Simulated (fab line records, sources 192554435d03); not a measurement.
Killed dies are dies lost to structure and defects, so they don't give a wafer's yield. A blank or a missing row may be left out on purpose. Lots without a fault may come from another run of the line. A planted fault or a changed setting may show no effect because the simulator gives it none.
fab line records | flow n5_finfet
record lots=9 wafers=25 last_day=17
route steps=1938 shown FIN_CUT@172 STI_FIN_REVEAL@199 BEOL_M4@1111 PASSIVATION@1936
lots that met no fault: from a run of the same line without faults
start_h: hours from the record's first day to the start of the lot's first wafer shown | wait_h: hours since the lot's step before | " the same as in the row above | L1.1+2: a row that stands for several wafers | - no value, or no start given | * or withheld: withheld | < > ~ a bound
route shown NAME@n: a module of which the file shows steps, and the number in the route of the first | usual: mean/standard deviation of fault-free wafers | same: alike in all rows | chamber/n: place in a boat | sites: the reading at each site | _std_site: their standard deviation | _edge_site: outer sites' mean less inner sites' | radius_mm: how far each site lies from the wafer's centre | mask NAME#n: copy n | behind: the tool/chamber that last shaped the wafer | hold: why the lot was held/for how many hours/how that ended | device: the transistor (n, p or np) that didn't switch | end of line: the same wafers' tests at the end of the route | a step without rows: its recipe alone | killed: dies lost to structure and defects at the first sort, not the wafer's yield | map: a wafer's dies, x killed, . not, _ none there
set.NAME: the setting as run; set.NAME@STEP: as run at that earlier step | model.NAME: the simulator's own value behind a step, which no gauge read
steps of the route over a sample of lots; a table a step, a row a wafer
services: from which hour (start_h, from the record's first day; less than 0 if before it) a tool's chamber was out of use, for how many hours, and why
## steps
# step N5_FIN_CUT_STRIP_24
# recipe chemistry=CF4 resist=SiARC power_w=300 bias_power_w=75 pressure_mtorr=50 cf4_flow_sccm=150 rf_frequency_hz=6e+07
# usual drypump_motor_current_A=5.7/0.38 oes_product_au=0.76/0.063 rf_vpp_V=270.9/1.3 showerhead_plenum_p_Torr=1.78/0.04 throttle_valve_pct=13.64/0.27
# columns lot.wafer tool chamber start_h wait_h drypump_motor_current_A oes_product_au rf_hours_counter_h rf_vpp_V showerhead_plenum_p_Torr throttle_valve_pct
L300.1 rie_diel-02 2 27.74 0.0 5.1 0.73 148 272.0 1.78 13.74
L300.3 " 1 " " 5.8 0.68 234 271.3 1.79 13.89
L300.5 " 0 " " 6.3 0.76 - 270.1 1.81 13.89
L302.2 rie_diel-03 1 39.68 0.0 6.2 0.78 126 273.1 1.88 13.86
L302.4 " 0 " " 5.7 0.76 142 273.3 1.86 13.59
L303.2 rie_diel-02 3 47.11 0.0 5.4 0.85 46 270.9 1.79 12.97
L303.3 " 1 " " 5.8 0.68 241 271.5 1.79 13.91
L312.1 rie_diel-02 3 102.77 0.0 5.3 0.83 65 270.5 1.78 13.02
L312.3 " 0 " " 6.3 0.74 174 272.7 1.80 13.95
L312.5 " 2 " " 5.1 0.71 - 270.7 1.78 13.78
L313.1 rie_diel-02 0 107.55 0.0 6.3 0.74 177 270.2 1.80 13.95
L313.2 " 1 " " 5.7 1.01 0 271.3 1.79 13.38
L313.3 " 3 " " 5.4 0.82 68 271.0 1.78 13.02
L316.2 rie_diel-02 3 123.40 0.0 5.4 0.82 73 272.0 1.78 13.04
L316.4 " 1 " " 5.8 0.98 5 269.8 1.79 13.37
L316.6 " 0 " " 6.3 0.73 - 271.7 1.80 13.97
L320.2 rie_diel-01 1 149.22 0.0 5.5 0.73 178 271.5 1.78 13.76
L320.3 " 0 " " 5.7 0.70 229 269.7 1.78 13.65
L320.5 " 2 " " 6.3 0.76 - 270.8 1.75 13.66
L321.1 rie_diel-02 3 154.46 0.0 5.3 0.81 82 271.2 1.78 13.05
L321.3 " 0 " " 6.2 0.72 190 270.3 1.80 13.98
L321.6 " 3 " " 5.3 0.81 - 272.0 1.78 13.07
L322.2 rie_diel-01 1 160.80 0.0 5.4 0.73 182 270.8 1.78 13.78
L322.3 " 3 " " 5.4 0.74 165 269.4 1.80 13.71
L322.6 " 1 " " 5.5 0.73 - 271.5 1.78 13.78
# step N5_FIN_CUT_CUT_ETCH_28
# recipe chemistry=HBr/Cl2/O2 target=Si target_depth_a=60 mask_material=SOC time_s=2.4 ion_energy_ev=* bias_w=* pressure_mtorr=10 icp_w=800 HBr_flow_sccm=150 Cl2_flow_sccm=80 O2_flow_sccm=12
# usual O2_flow_sccm=12.00/0.031 drypump_motor_current_A=5.9/0.45 oes_product_au=1.004/0.015 throttle_valve_pct=37.4/0.48
# columns lot.wafer tool chamber start_h wait_h O2_flow_sccm drypump_motor_current_A oes_product_au rf_hours_counter_h throttle_valve_pct
L300.1 rie_si-06 2 28.01 0.0 12.00 5.8 0.976 181 37.5
L300.3 " 1 " " 12.03 6.7 1.010 59 38.0
L300.5 " 2 " " 12.02 5.8 0.970 - 37.5
L302.2 rie_si-01 0 39.95 0.0 12.06 6.0 1.008 144 37.4
L302.4 " 1 " " 12.04 5.6 1.012 158 37.6
L303.2 rie_si-06 2 47.38 0.0 12.02 5.8 0.970 182 37.5
L303.3 " 0 " " 11.99 6.6 1.016 114 38.1
L312.1 rie_si-01 2 103.04 0.0 11.97 5.8 1.004 163 36.6
L312.3 " 1 " " 12.03 5.6 1.006 159 37.6
L312.5 " 3 " " 12.02 5.6 1.020 - 37.3
L313.1 rie_si-06 3 107.82 0.0 11.98 5.3 0.995 18 37.2
L313.2 " 0 " " 12.02 6.6 1.027 115 38.1
L313.3 " 2 " " 12.01 5.8 0.965 183 37.5
L316.2 rie_si-02 1 123.67 0.0 12.00 6.3 0.990 1 36.3
L316.4 " 2 " " 12.06 5.6 0.995 178 37.3
L316.6 " 1 " " 12.05 6.4 1.001 - 36.3
L320.2 rie_si-02 3 149.50 0.0 11.99 6.4 1.016 38 37.7
L320.3 " 0 " " 12.01 5.5 0.998 10 36.7
L320.5 " 0 " " 12.07 5.5 0.993 - 36.8
L321.1 rie_si-02 3 154.73 0.0 11.95 6.4 1.019 38 37.7
L321.3 " 2 " " 12.07 5.6 0.993 179 37.3
L321.6 " 3 " " 12.04 6.4 1.019 - 37.7
L322.2 rie_si-01 0 161.09 0.0 11.98 6.0 1.003 146 37.4
L322.3 " 3 " " 11.98 5.6 1.024 144 37.4
L322.6 " 0 " " 12.01 6.0 1.017 - 37.4
# step N5_STI_FIN_REVEAL_ETCH_34
# recipe chemistry=H2 mode=isotropic material=Si target=Si target_depth_a=9.7 temp_c=20 pressure_mtorr=4.5 icp_w=300 bias_w=0 h2_flow_sccm=7.5 he_flow_sccm=142.5
# usual drypump_motor_current_A=5.8/0.49 oes_product_au=1.010/0.018 throttle_valve_pct=25.9/0.62
# columns lot.wafer tool chamber start_h wait_h drypump_motor_current_A oes_product_au rf_hours_counter_h throttle_valve_pct
L300.1 rie_si-05 1 36.29 0.2 5.8 1.017 37 25.1
L300.3 " 0 " " 5.4 1.006 174 26.3
L300.5 " 2 " " 6.6 0.984 - 25.3
L302.2 rie_si-05 2 50.45 0.1 6.6 0.992 76 25.3
L302.4 " 1 " " 5.8 1.019 37 25.1
L303.2 rie_si-03 1 57.31 0.1 5.9 1.005 31 25.3
L303.3 " 0 " " 5.6 1.001 1 25.7
L312.1 rie_si-05 1 111.70 0.2 5.7 1.009 38 25.1
L312.3 " 3 " " 5.3 1.012 132 26.9
L312.5 " 3 " " 5.3 1.012 - 26.9
L313.1 rie_si-05 3 116.51 0.2 5.3 1.014 133 26.9
L313.2 " 1 " " 5.8 1.008 38 25.1
L313.3 " 0 " " 5.3 1.023 176 26.3
L316.2 rie_si-04 0 132.66 0.1 6.2 0.996 53 26.1
L316.4 " 2 " " 5.2 0.977 1 26.1
L316.6 " 2 " " 5.2 0.970 - 26.1
L320.2 rie_si-03 1 158.42 0.1 6.0 1.015 33 25.3
L320.3 " 2 " " 6.5 1.034 46 26.3
L320.5 " 1 " " 6.0 1.022 - 25.2
L321.1 rie_si-03 1 163.66 0.2 6.0 1.008 33 25.3
L321.3 " 3 " " 6.6 1.031 116 26.2
L321.6 " 0 " " 5.6 0.997 - 25.7
L322.2 rie_si-04 2 169.69 0.1 5.2 0.990 2 26.0
L322.3 " 0 " " 6.2 0.996 54 26.1
L322.6 " 0 " " 6.2 0.982 - 26.1
# step N5_STI_FIN_REVEAL_STRIP_35
# recipe chemistry=H3PO4 material=Si3N4 temp_c=165 target_depth_a=40 time_s=39
# usual bath_guard_temp_C=164.9/0.53
# columns lot.wafer tool chamber start_h wait_h bath_guard_temp_C
L300.1 wet_bench-04 4 36.65 0.2 165.0
L300.3 " 5 " " 164.9
L300.5 " 1 " " 166.0
L302.2 wet_bench-02 5 50.81 0.2 165.8
L302.4 " 7 " " 164.5
L303.2 wet_bench-01 0 57.66 0.2 165.0
L303.3 " 5 " " 165.7
L312.1 wet_bench-02 2 112.28 0.2 164.5
L312.3 " 5 " " 165.7
L312.5 " 7 " " 164.3
L313.1 wet_bench-02 6 116.86 0.2 165.1
L313.2 " 5 " " 165.7
L313.3 " 4 " " 164.4
L316.2 wet_bench-01 4 133.07 0.2 164.7
L316.4 " 3 " " 165.2
L316.6 " 7 " " 165.0
L320.2 wet_bench-01 7 158.78 0.2 165.3
L320.3 " 3 " " 165.3
L320.5 " 4 " " 164.9
L321.1 wet_bench-01 2 164.01 0.2 164.9
L321.3 " 4 " " 164.9
L321.6 " 3 " " 165.2
L322.2 wet_bench-01 5 170.04 0.2 165.8
L322.3 " 7 " " 165.2
L322.6 " 6 " " 164.9
# step N5_STI_FIN_REVEAL_INSPECT_13
# recipe inspect_instrument=darkfield mode=post_clean
# usual raw_defect_count=10/4.5
# columns lot.wafer tool chamber start_h wait_h raw_defect_count
L300.1 defect_inspect-01 - 37.00 0.0 17
L300.3 " - " " 5
L300.5 " - " " 6
L302.2 defect_inspect-01 - 51.27 0.0 10
L302.4 " - " " 11
L303.2 defect_inspect-01 - 58.01 0.0 5
L303.3 " - " " 14
L312.1 defect_inspect-02 - 112.62 0.0 1021
L312.3 " - " " 998
L312.5 " - " " 1003
L313.1 defect_inspect-01 - 117.20 0.0 999
L313.2 " - " " 1043
L313.3 " - " " 990
L316.2 defect_inspect-02 - 133.41 0.0 7
L316.4 " - " " 5
L316.6 " - " " 8
L320.2 defect_inspect-01 - 159.12 0.0 9
L320.3 " - " " 9
L320.5 " - " " 14
L321.1 defect_inspect-01 - 164.60 0.0 12
L321.3 " - " " 2
L321.6 " - " " 9
L322.2 defect_inspect-01 - 170.41 0.0 6
L322.3 " - " " 3
L322.6 " - " " 8
# step N5_BEOL_M4_RC_MEAS_101
# usual DIBL_N=37.5/2 DIBL_P=37.5/2.5 IOFF_N=0.18/0.042 IOFF_P=0.24/0.046 ION_N=677/15 ION_P=464/9.5 SS_N=72.0/0.76 SS_P=73.6/0.79 VT_N=249/3.5 VT_P=-249/3.2
# columns lot.wafer tool chamber start_h wait_h DIBL_N[mV/V] DIBL_P[mV/V] IOFF_N[nA/um] IOFF_P[nA/um] ION_N[uA/um] ION_P[uA/um] SS_N[mV/dec] SS_P[mV/dec] VT_N[mV] VT_P[mV]
L300.1 prober-01 0 161.35 0.0 40.3 39.7 0.25 0.27 677 458 73.5 73.8 245 -249
L300.3 " 0 " " 36.7 36.9 0.16 0.23 686 473 71.2 72.4 248 -248
L300.5 " 0 " " 37.4 37.3 0.16 0.23 690 473 72.0 73.4 250 -247
L302.2 prober-01 0 173.71 0.2 34.7 34.3 0.14 0.18 698 476 71.2 72.8 254 -251
L302.4 " 0 " " 38.8 37.2 0.21 0.21 670 459 73.5 73.6 247 -253
L303.2 prober-01 0 181.31 0.2 36.9 37.5 0.16 0.20 657 451 72.8 73.8 251 -256
L303.3 " 0 " " 37.5 39.2 0.18 0.23 670 455 72.1 74.4 249 -250
L312.1 prober-01 0 244.47 0.0 37.6 36.7 0.15 0.21 672 463 70.9 73.2 251 -249
L312.3 " 0 " " 38.5 37.8 0.16 0.22 670 461 72.0 74.2 251 -251
L312.5 " 0 " " 36.7 34.8 0.16 0.19 681 464 71.4 73.0 250 -248
L313.1 prober-02 0 247.20 0.0 39.4 39.6 0.22 0.23 676 457 72.2 74.0 248 -252
L313.2 " 0 " " 39.2 39.9 0.21 0.25 680 460 72.6 74.8 247 -249
L313.3 " 0 " " 34.6 34.0 0.14 0.17 663 448 71.4 72.7 252 -254
L316.2 prober-02 0 253.53 0.2 35.3 34.4 0.12 0.18 661 461 71.0 72.3 254 -252
L316.4 " 0 " " 36.3 35.7 0.15 0.20 688 476 71.4 72.5 252 -255
L316.6 " 0 " " 35.2 34.0 0.12 0.17 648 452 71.3 72.6 257 -254
L320.2 prober-01 0 290.64 0.2 34.4 32.8 0.13 0.20 667 465 71.4 72.4 251 -249
L320.3 " 0 " " 42.0 42.2 0.33 0.38 704 485 73.0 74.2 238 -242
L320.5 " 0 " " 38.8 37.2 0.20 0.25 686 470 72.1 74.1 248 -247
L321.1 prober-02 0 294.48 0.0 39.4 38.3 0.23 0.24 708 470 72.3 74.6 244 -249
L321.3 " 0 " " 37.3 34.9 0.18 0.19 685 465 71.6 72.8 248 -250
L321.6 " 0 " " 37.4 36.5 0.18 0.20 693 467 72.1 73.8 247 -251
L322.2 prober-01 0 305.41 0.2 39.4 39.4 0.22 0.25 683 457 72.8 74.8 244 -249
L322.3 " 0 " " 34.4 34.4 0.12 0.18 672 465 71.4 73.1 251 -254
L322.6 " 0 " " 39.7 40.4 0.23 0.28 697 474 72.3 74.5 241 -249
# step N5_PASSIVATION_PROBE_49
# usual defect_limited_yield=91.8/1.5 killed_at_M0_to_M3=33/11 killed_at_M4_up=13/5 killed_at_contacts=11/5.6 killed_at_front_end=36/12 killed_at_other=3.4/2.5 killed_dies=97/18 killed_on_rim=12/4.2 killed_open=64/13 killed_short=31/6.9 sort_bin_4_leakage=0.01/0.048 sort_bin_5_function=4.8/1 sort_bin_6_memory=3.1/0.64 sort_bin_8_speed=0.00/0.014 sort_n_pass=1083/18 sort_yield_pct=91.8/1.5
# same gross_dies=1180 killed_at_back_side=0
# columns lot.wafer tool chamber start_h wait_h defect_limited_yield[%] killed_at_M0_to_M3 killed_at_M4_up killed_at_contacts killed_at_front_end killed_at_other killed_dies killed_on_rim killed_open killed_short sort_bin_4_leakage[%] sort_bin_5_function[%] sort_bin_6_memory[%] sort_bin_8_speed[%] sort_n_pass sort_yield_pct[%]
L313.1 prober-02 - 347.92 0.0 79.0 29 8 23 186 2 248 20 63 40 0 13.2 4.0 0 932 79.0
L313.2 prober-02 - 347.97 0.1 78.5 37 14 17 185 1 254 9 74 29 0 13.7 4.2 0 926 78.5
L313.3 prober-02 - 348.02 0.1 80.5 29 8 20 169 4 230 30 64 22 0 11.4 5.0 0 950 80.5
L312.1 prober-01 - 349.03 0.0 81.1 24 6 12 178 3 223 16 49 31 0 11.4 4.2 0 957 81.1
L312.3 prober-01 - 349.13 0.1 79.7 17 11 18 178 16 240 15 56 23 0 12.9 3.6 0 940 79.7
L312.5 prober-01 - 349.23 0.2 81.3 18 15 12 175 1 221 11 45 24 0 11.0 3.9 0 959 81.3
# killed by level:class
L313.1 STI_FIN_REVEAL:unspecified=141 BEOL_M0_SAQP:geometric_particle:open=14 MOL_CONTACT_COAG:geometric_particle:short=12 MOL_CONTACT_COAG:geometric_particle:open=10 BEOL_M0_SAQP:geometric_particle:short=7 DUMMY_GATE:geometric_particle:open=6 GATE_CUT:geometric_particle:short=6 FIN_SAQP:geometric_particle:short=5
L313.2 STI_FIN_REVEAL:unspecified=151 MOL_CONTACT_COAG:geometric_particle:open=14 BEOL_M0_SAQP:geometric_particle:open=9 FIN_SAQP:geometric_particle:open=8 DUMMY_GATE:geometric_particle:open=8 BEOL_M0_SAQP:geometric_particle:short=6 BEOL_M2:geometric_particle:open=6 BEOL_M3:geometric_particle:open=6
L313.3 STI_FIN_REVEAL:unspecified=142 MOL_CONTACT_COAG:geometric_particle:open=15 BEOL_M0_SAQP:geometric_particle:short=9 DUMMY_GATE:geometric_particle:open=7 BEOL_M0_SAQP:geometric_particle:open=6 BEOL_M1:geometric_particle:open=6 BEOL_M2:geometric_particle:open=6 STARTING-WAFER:geometric_particle:open=5
L312.1 STI_FIN_REVEAL:unspecified=142 FIN_SAQP:geometric_particle:short=12 MOL_CONTACT_COAG:geometric_particle:open=10 BEOL_M1:geometric_particle:open=7 FIN_SAQP:geometric_particle:open=6 STI_FIN_REVEAL:geometric_particle:open=6 DUMMY_GATE:geometric_particle:open=4 BEOL_M2:geometric_particle:open=4
L312.3 STI_FIN_REVEAL:unspecified=145 PASSIVATION:area_etch=15 MOL_CONTACT_COAG:geometric_particle:open=13 FIN_SAQP:geometric_particle:open=7 STI_FIN_REVEAL:geometric_particle:open=5 MOL_CONTACT_COAG:geometric_particle:short=5 FIN_SAQP:geometric_particle:short=4 STI_FIN_REVEAL:geometric_particle:short=4
L312.5 STI_FIN_REVEAL:unspecified=148 MOL_CONTACT_COAG:geometric_particle:open=9 DUMMY_GATE:geometric_particle:open=6 BEOL_M2:geometric_particle:open=6 BEOL_M0_SAQP:geometric_particle:short=5 BEOL_M4:geometric_particle:open=5 FIN_SAQP:geometric_particle:open=4 FIN_SAQP:geometric_particle:short=3
## services
# columns tool chamber start_h hours kind
rie_si-01 0 24.08 8.2 repair
rie_diel-01 0 35.44 40.3 repair
rie_si-06 1 39.84 10.2 repair
rie_diel-01 3 44.23 9.5 repair
rie_diel-01 2 53.35 6.5 repair
rie_si-02 - 53.90 4.3 repair
rie_si-06 0 54.70 11.8 repair
rie_si-01 2 66.03 18.4 repair
rie_si-05 3 73.03 3.9 repair
rie_si-06 1 78.56 15.7 repair
rie_si-05 1 80.74 5.6 repair
rie_si-02 - 89.12 0.6 repair
rie_diel-01 2 96.68 7.6 repair
wet_bench-04 - 96.88 1.9 pm
rie_si-03 3 109.99 30.1 repair
rie_si-05 2 112.34 13.8 repair
rie_si-04 2 124.03 6.9 repair
rie_si-01 - 124.96 15.6 pm
rie_si-05 2 128.32 15.2 repair
rie_diel-01 0 137.19 2.4 repair
wet_bench-04 - 138.91 28.5 repair
rie_si-01 2 147.21 3.1 repair
rie_si-02 0 151.61 12.7 repair
rie_si-04 1 155.04 2.6 repair
## key
first_sign step=N5_STI_FIN_REVEAL_INSPECT_13 reading=raw_defect_count direction=up sigmas=99+ usual=10 struck=1009
effect step=N5_PASSIVATION_PROBE_49 reading=killed_at_front_end direction=up sigmas=12 usual=36 struck=178
more_kills_born_at N5_STI_FIN_REVEAL_STRIP_35@wet_bench-02=869
met_at N5_STI_FIN_REVEAL_STRIP_35
struck_lots L312,L313
baseline_loss step=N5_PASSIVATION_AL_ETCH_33 wafers=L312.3
not_acting_at N5_FIN_CUT_STRIP_24,N5_FIN_CUT_CUT_ETCH_28,N5_STI_FIN_REVEAL_ETCH_34
onset_between 50.81 112.28
fault kind=chamber_particle_source tool=wet_bench-02 chamber=- onset_h=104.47 steps=N5_STI_FIN_REVEAL_STRIP_35 rate_per_visit_cm2=1.5303 end_h=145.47
# baseline_loss: these wafers lose ten dies or more at that step, a loss of the line's own and not of a fault; the sort's usual values leave them out
